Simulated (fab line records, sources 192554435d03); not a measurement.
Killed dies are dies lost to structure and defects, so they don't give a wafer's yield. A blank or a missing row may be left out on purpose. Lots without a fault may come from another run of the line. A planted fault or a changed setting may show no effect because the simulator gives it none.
fab line records | flow n5_finfet
record lots=7 wafers=21
route steps=1938 shown BEOL_M7@1308 BEOL_M9@1408 BEOL_M10@1476
start_h: hours from the record's first day to the start of the lot's first wafer shown | wait_h: hours since the lot's step before | " the same as in the row above | L1.1+2: a row that stands for several wafers | - no value, or no start given | * or withheld: withheld | < > ~ a bound
route shown NAME@n: a module of which the file shows steps, and the number in the route of the first | usual: mean/standard deviation of fault-free wafers | same: alike in all rows | chamber/n: place in a boat | sites: the reading at each site | _std_site: their standard deviation | _edge_site: outer sites' mean less inner sites' | radius_mm: how far each site lies from the wafer's centre | mask NAME#n: copy n | behind: the tool/chamber that last shaped the wafer | hold: why the lot was held/for how many hours/how that ended | device: the transistor (n, p or np) that didn't switch | end of line: the same wafers' tests at the end of the route | a step without rows: its recipe alone | killed: dies lost to structure and defects at the first sort, not the wafer's yield | map: a wafer's dies, x killed, . not, _ none there
set.NAME: the setting as run; set.NAME@STEP: as run at that earlier step | model.NAME: the simulator's own value behind a step, which no gauge read
lots whose settings were changed on purpose; a table a step, a row a wafer
## steps
# step N5_BEOL_M7_TRENCH_ETCH_37
# recipe chemistry=C4F6/O2 target_depth_a=934.78 target=SiCOH_lowk time_s=31.2 ion_energy_ev=250 pressure_mtorr=30 source_w=345 bias_w=185 Ar_flow_sccm=300 C4F6_flow_sccm=10 O2_flow_sccm=10
# usual rf_vpp_V=663/20
# columns lot.wafer tool chamber start_h wait_h set.bias_w rf_vpp_V
L077.1 rie_diel-06 0 - - 185 683
L077.2 " 3 " " 163.5 628
L077.5 " 0 " " 163.5 622
L079.2 rie_diel-03 3 - - 185 670
L079.5 " 3 " " 207.9 735
L079.6 " 2 " " 185 664
L078.1 rie_diel-06 0 - - 185 685
L078.2 " 3 " " 185 692
L078.4 " 1 " " 185 661
L080.3 rie_diel-02 2 - - 185 689
L080.4 " 0 " " 185 655
L080.6 " 3 " " 185 667
L085.2 rie_diel-03 2 - - 201.9 710
L085.5 " 1 " " 201.9 719
L085.6 " 0 " " 185 618
L092.3 rie_diel-02 3 - - 197.7 703
L092.4 " 3 " " 197.7 701
L092.6 " 0 " " 185 655
L094.2 rie_diel-06 1 - - 185 663
L094.3 " 0 " " 197.6 722
L094.6 " 0 " " 185 684
# step N5_BEOL_M7_ETCH_41
# recipe chemistry=CH3F/O2 target=SiCN target_depth_a=319 taper_deg=2 time_s=57.8 ion_energy_ev=120 mask_material=TiN pressure_mtorr=30 source_w=395 bias_w=75 Ar_flow_sccm=150 CH3F_flow_sccm=30 O2_flow_sccm=20
# usual rf_vpp_V=297.1/1.8
# columns lot.wafer tool chamber start_h wait_h set.source_w rf_vpp_V
L077.1 rie_diel-06 0 - - 454.2 282.9
L077.2 " 3 " " 454.2 286.4
L077.5 " 0 " " 454.2 283.5
L079.2 rie_diel-03 3 - - 441.3 287.7
L079.5 " 3 " " 395 296.6
L079.6 " 2 " " 395 296.6
L078.1 rie_diel-06 0 - - 395 296.3
L078.2 " 3 " " 395 300.3
L078.4 " 1 " " 395 295.5
L080.3 rie_diel-02 2 - - 395 295.6
L080.4 " 0 " " 395 295.3
L080.6 " 3 " " 395 298.1
L085.2 rie_diel-03 2 - - 432.5 287.7
L085.5 " 1 " " 395 298.4
L085.6 " 0 " " 395 298.3
L092.3 rie_diel-02 3 - - 356.8 309.5
L092.4 " 3 " " 395 299.3
L092.6 " 0 " " 395 297.0
L094.2 rie_diel-06 1 - - 447 283.4
L094.3 " 0 " " 395 298.3
L094.6 " 0 " " 395 296.3
# step N5_BEOL_M9_COAT_05
# recipe resist=CAR-ArF spin_rpm=1500 resist_thk_nm=90
# columns lot.wafer tool chamber start_h wait_h set.spin_rpm model.CAR-ArF_of_BEOL_M9_COAT_05.thk_nm
L078.1+2 litho_track-01 0 - - 1500 90
L078.4 " 0 " " 1500 89.8
L077.1+5 litho_track-03 0 - - 1397 93.2
L077.2 " 0 " " 1500 90
L079.2+5 litho_track-01 0 - - 1500 90
L079.6 " 0 " " 1500 90.2
L080.3 litho_track-04 0 - - 1667 85.2
L080.4 " 0 " " 1500 89.8
L080.6 " 0 " " 1500 90.4
L085.2 litho_track-04 0 - - 1576 87
L085.5 " 0 " " 1500 89.6
L085.6 " 0 " " 1576 87.4
L092.3+4 litho_track-04 0 - - 1500 90
L092.6 " 0 " " 1590 87.4
L094.2 litho_track-04 0 - - 1500 90
L094.3+6 " 0 " " 1500 90.2
# step N5_BEOL_M9_EBR_07
# recipe solvent=PGMEA ebr_width_mm=1.5
# step N5_BEOL_M9_SOFTBAKE_06
# recipe temp_c=110 time_s=60 resist=CAR-ArF
# step N5_BEOL_M9_DESCUM_16
# recipe chemistry=O2 time_s=7.9 source_power_w=50 bias_power_w=20 pressure_mtorr=20 rf_frequency_hz=2.712e+07 temp_c=40 resist=CAR-ArF o2_flow_sccm=225
# columns lot.wafer tool chamber start_h wait_h set.spin_rpm@BEOL_M9_COAT_05 model.CAR-ArF_of_BEOL_M9_COAT_05.thk_nm
L078.1 rie_diel-02 2 327.20 0.0 1500 83.6
L078.2+4 " 3,2 " " 1500 83.4
L077.1+5 rie_diel-02 2 327.75 0.3 1397 86.8
L077.2 " 1 " " 1500 83.4
L079.2 rie_diel-03 3 327.75 0.3 1500 83.6
L079.5 " 2 " " 1500 83.4
L079.6 " 3 " " 1500 83.8
L080.3 rie_diel-06 0 347.45 0.1 1667 78.8
L080.4 " 1 " " 1500 83.4
L080.6 " 0 " " 1500 84
L085.2 rie_diel-03 0 354.67 0.0 1576 80.4
L085.5 " 1 " " 1500 83
L085.6 " 2 " " 1576 80.8
L092.3 rie_diel-02 3 397.65 0.0 1500 83.6
L092.4 " 1 " " 1500 83.2
L092.6 " 0 " " 1590 80.6
L094.2 rie_diel-03 2 425.16 0.1 1500 83.4
L094.3+6 " 3 " " 1500 83.6
# step N5_BEOL_M9_ETCH_61
# recipe chemistry=CF4 target=SiARC target_depth_a=390 mask_material=CAR-ArF time_s=65 ion_energy_ev=80 pressure_mtorr=40 source_w=545 bias_w=36 Ar_flow_sccm=100 cf4_flow_sccm=100 ends=cleared
# columns lot.wafer tool chamber start_h wait_h set.spin_rpm@BEOL_M9_COAT_05 model.CAR-ArF_of_BEOL_M9_COAT_05.thk_nm
L078.1 rie_diel-02 2 327.24 0.0 1500 55.6
L078.2+4 " 3,2 " " 1500 55.4
L077.1+5 rie_diel-02 2 327.78 0.0 1397 59
L077.2 " 1 " " 1500 55.6
L079.2 rie_diel-03 3 327.79 0.0 1500 55.6
L079.5 " 2 " " 1500 55.4
L079.6 " 3 " " 1500 55.8
L080.3 rie_diel-06 0 347.49 0.0 1667 50.6
L080.4 " 1 " " 1500 55.4
L080.6 " 0 " " 1500 56
L085.2 rie_diel-03 0 354.70 0.0 1576 52.4
L085.5 " 1 " " 1500 55.2
L085.6 " 2 " " 1576 53
L092.3 rie_diel-02 3 397.68 0.0 1500 55.6
L092.4 " 1 " " 1500 55.4
L092.6 " 0 " " 1590 52.8
L094.2 rie_diel-03 2 425.19 0.0 1500 55.4
L094.3+6 " 3 " " 1500 55.6
# step N5_BEOL_M10_COAT_60
# recipe resist=SiARC temp_c=220 time_s=60 spin_rpm=1500 resist_thk_nm=30
# columns lot.wafer tool chamber start_h wait_h set.spin_rpm model.SiARC_of_BEOL_M10_COAT_60.thk_nm
L077.1 litho_track-05 0 - - 1500 30
L077.2+5 " 0 " " 1404 31
L078.1+2+4 litho_track-01 0 - - 1500 30
L079.2+6 litho_track-01 0 - - 1334 31.8
L079.5 " 0 " " 1500 30
L080.3 litho_track-05 0 - - 1500 30
L080.4+6 " 0 " " 1593 29
L085.2+6 litho_track-01 0 - - 1362 31.6
L085.5 " 0 " " 1500 30.2
L092.3 litho_track-01 0 - - 1600 28.8
L092.4+6 " 0 " " 1600 29
L094.2+3+6 litho_track-02 0 - - 1613 29
# step N5_BEOL_M10_EXPOSE_08
# recipe mask_id=M10 na=1.35 source_shape=dipole sigma_inner=0.411 sigma_outer=0.611 polarization=te dose_mj=53.75
# columns lot.wafer tool chamber start_h wait_h mask set.dose_mj
L077.1+2 arfi_scanner-02 0 334.20 - M10#0 56.45
L077.5 " 0 " " M10#0 53.75
L078.1+2+4 arfi_scanner-02 0 334.42 - M10#0 53.75
L079.2+6 arfi_scanner-03 0 335.06 - M10#0 56.99
L079.5 " 0 " " M10#0 53.75
L080.3+4+6 arfi_scanner-02 0 354.21 - M10#0 56.01
L085.2+5+6 arfi_scanner-03 0 362.93 - M10#0 53.75
L092.3+4 arfi_scanner-03 0 406.16 - M10#0 53.75
L092.6 " 0 " " M10#0 55.1
L094.2 arfi_scanner-02 0 432.51 - M10#0 53.75
L094.3+6 " 0 " " M10#0 56.08
# step N5_BEOL_M10_PEB_09
# recipe peb_temp_c=withheld peb_time_s=60 resist=CAR-ArF
# step N5_BEOL_M10_DEVELOP_10
# recipe develop_time_s=30 developer=TMAH resist=CAR-ArF rinse_liquid=diw dry=air_spin dev_temp_c=23
# step N5_BEOL_M10_CD_MEAS_11
# recipe target_cd_nm=64.1 landing_energy_ev=500 detector=se_inlens polarity=opening
# usual cd_nm=63.8/1
# columns lot.wafer tool chamber start_h wait_h set.dose_mj@BEOL_M10_EXPOSE_08 cd_nm
L077.1 cd_sem-01 0 334.32 - 56.45 67.3
L077.2 " 0 " " 56.45 67.3
L077.5 " 0 " " 53.75 63.9
L078.1 cd_sem-01 0 334.54 - 53.75 62.7
L078.2 " 0 " " 53.75 62.3
L078.4 " 0 " " 53.75 63.8
L079.2 cd_sem-03 0 335.19 - 56.99 67.3
L079.5 " 0 " " 53.75 64.8
L079.6 " 0 " " 56.99 67.0
L080.3 cd_sem-01 0 354.32 - 56.01 64.7
L080.4 " 0 " " 56.01 65.4
L080.6 " 0 " " 56.01 65.4
L085.2 cd_sem-03 0 363.05 - 53.75 65.3
L085.5 " 0 " " 53.75 64.2
L085.6 " 0 " " 53.75 64.3
L092.3 cd_sem-02 0 406.27 - 53.75 63.4
L092.4 " 0 " " 53.75 63.9
L092.6 " 0 " " 55.1 65.0
L094.2 cd_sem-02 0 432.63 - 53.75 63.0
L094.3 " 0 " " 56.08 65.8
L094.6 " 0 " " 56.08 65.3
# step N5_BEOL_M10_DESCUM_16
# recipe chemistry=O2 time_s=7.9 source_power_w=50 bias_power_w=20 pressure_mtorr=20 rf_frequency_hz=2.712e+07 temp_c=40 resist=CAR-ArF o2_flow_sccm=225
# step N5_BEOL_M10_ETCH_61
# recipe chemistry=CF4 target=SiARC target_depth_a=390 mask_material=CAR-ArF time_s=65 ion_energy_ev=80 pressure_mtorr=40 source_w=545 bias_w=36 Ar_flow_sccm=100 cf4_flow_sccm=100 ends=cleared
# columns lot.wafer tool chamber start_h wait_h set.spin_rpm@BEOL_M10_COAT_60 model.CAR-ArF_of_BEOL_M10_COAT_05.thk_nm model.etch.depth_nm
L077.1 rie_diel-01 1 334.45 0.0 1500 55.8 30.02
L077.2 " 3 " " 1404 55.4 31.06
L077.5 " 2 " " 1404 55 31.03
L078.1 rie_diel-04 0 334.67 0.0 1500 55.2 30.07
L078.2 " 3 " " 1500 55.6 30.08
L078.4 " 1 " " 1500 55.6 29.96
L079.2 rie_diel-04 1 335.73 0.0 1334 53.6 31.79
L079.5 " 2 " " 1500 55.6 30
L079.6 " 3 " " 1334 53.6 31.8
L080.3 rie_diel-04 2 354.44 0.0 1500 55.6 29.9
L080.4 " 3 " " 1593 56.2 29.09
L080.6 " 3 " " 1593 56.2 29.01
L085.2 rie_diel-04 2 363.30 0.0 1362 54 31.66
L085.5 " 0 " " 1500 55 30.14
L085.6 " 3 " " 1362 53.8 31.66
L092.3 rie_diel-01 1 406.41 0.0 1600 56.4 28.89
L092.4 " 0 " " 1600 56.2 28.96
L092.6 " 1 " " 1600 56.4 28.97
L094.2 rie_diel-01 0 432.75 0.0 1613 56.6 29.04
L094.3 " 2 " " 1613 56.8 29.01
L094.6 " 0 " " 1613 56.6 29
# step N5_BEOL_M10_ETCH_62
# recipe chemistry=N2/H2 target=SOC target_depth_a=1100 overetch_a=220 mask_material=SiARC temp_c=40 time_s=165 ion_energy_ev=200 pressure_mtorr=30 source_w=840 bias_w=150 n2_flow_sccm=200 h2_flow_sccm=200
# step N5_BEOL_M10_STRIP_68
# recipe chemistry=N2/H2 temp_c=40 n2_flow_sccm=200 h2_flow_sccm=200 rf_frequency_hz=6e+07
# step N5_BEOL_M10_PRECLEAN_42
# recipe chemistry=residue_remover time_s=60 temp_c=40
# step N5_BEOL_M10_SRD_43
# recipe time_s=30 temp_c=23 rinse_liquid=diw dry=ipa_marangoni
# step N5_BEOL_M10_CD_MEAS_35
# recipe target_cd_nm=70 polarity=opening
# usual cd_nm=69.8/1.1
# columns lot.wafer tool chamber start_h wait_h set.dose_mj@BEOL_M10_EXPOSE_08 cd_nm
L078.1 cd_sem-01 - 337.14 0.0 53.75 68.2
L078.2 " - " " 53.75 68.4
L078.4 " - " " 53.75 70.0
L077.1 cd_sem-03 - 337.16 0.0 56.45 72.7
L077.2 " - " " 56.45 72.9
L077.5 " - " " 53.75 69.7
L079.2 cd_sem-01 - 337.32 0.0 56.99 74.6
L079.5 " - " " 53.75 70.7
L079.6 " - " " 56.99 73.0
L080.3 cd_sem-01 - 359.40 0.0 56.01 71.4
L080.4 " - " " 56.01 71.1
L080.6 " - " " 56.01 70.5
L085.2 cd_sem-03 - 367.48 0.0 53.75 71.1
L085.5 " - " " 53.75 69.3
L085.6 " - " " 53.75 69.9
L092.3 cd_sem-03 - 410.68 0.0 53.75 68.2
L092.4 " - " " 53.75 69.8
L092.6 " - " " 55.1 70.8
L094.2 cd_sem-01 - 434.56 0.0 53.75 69.0
L094.3 " - " " 56.08 71.2
L094.6 " - " " 56.08 71.2
## key
split step=N5_BEOL_M7_TRENCH_ETCH_37 setting=bias_w stated=185 by=wafer
response step=N5_BEOL_M7_TRENCH_ETCH_37 reading=rf_vpp_V change=+6.57 per=1% r=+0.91
split step=N5_BEOL_M7_ETCH_41 setting=source_w stated=395 by=wafer
response step=N5_BEOL_M7_ETCH_41 reading=rf_vpp_V change=-1.01 per=1% r=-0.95
split step=N5_BEOL_M9_COAT_05 setting=spin_rpm stated=1500 by=wafer
response step=N5_BEOL_M9_COAT_05 reading=model.CAR-ArF_of_BEOL_M9_COAT_05.thk_nm change=-0.448 per=1% r=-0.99
response step=N5_BEOL_M9_DESCUM_16 reading=model.CAR-ArF_of_BEOL_M9_COAT_05.thk_nm change=-0.459 per=1% r=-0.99
response step=N5_BEOL_M9_ETCH_61 reading=model.CAR-ArF_of_BEOL_M9_COAT_05.thk_nm change=-0.468 per=1% r=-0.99
split step=N5_BEOL_M10_COAT_60 setting=spin_rpm stated=1500 by=wafer
response step=N5_BEOL_M10_COAT_60 reading=model.SiARC_of_BEOL_M10_COAT_60.thk_nm change=-0.158 per=1% r=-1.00
response step=N5_BEOL_M10_ETCH_61 reading=model.CAR-ArF_of_BEOL_M10_COAT_05.thk_nm change=+0.139 per=1% r=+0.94
response step=N5_BEOL_M10_ETCH_61 reading=model.etch.depth_nm change=-0.159 per=1% r=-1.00
split step=N5_BEOL_M10_EXPOSE_08 setting=dose_mj stated=53.75 by=wafer
response step=N5_BEOL_M10_CD_MEAS_11 reading=cd_nm change=+0.52 per=1% r=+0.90
response step=N5_BEOL_M10_CD_MEAS_35 reading=cd_nm change=+0.555 per=1% r=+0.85
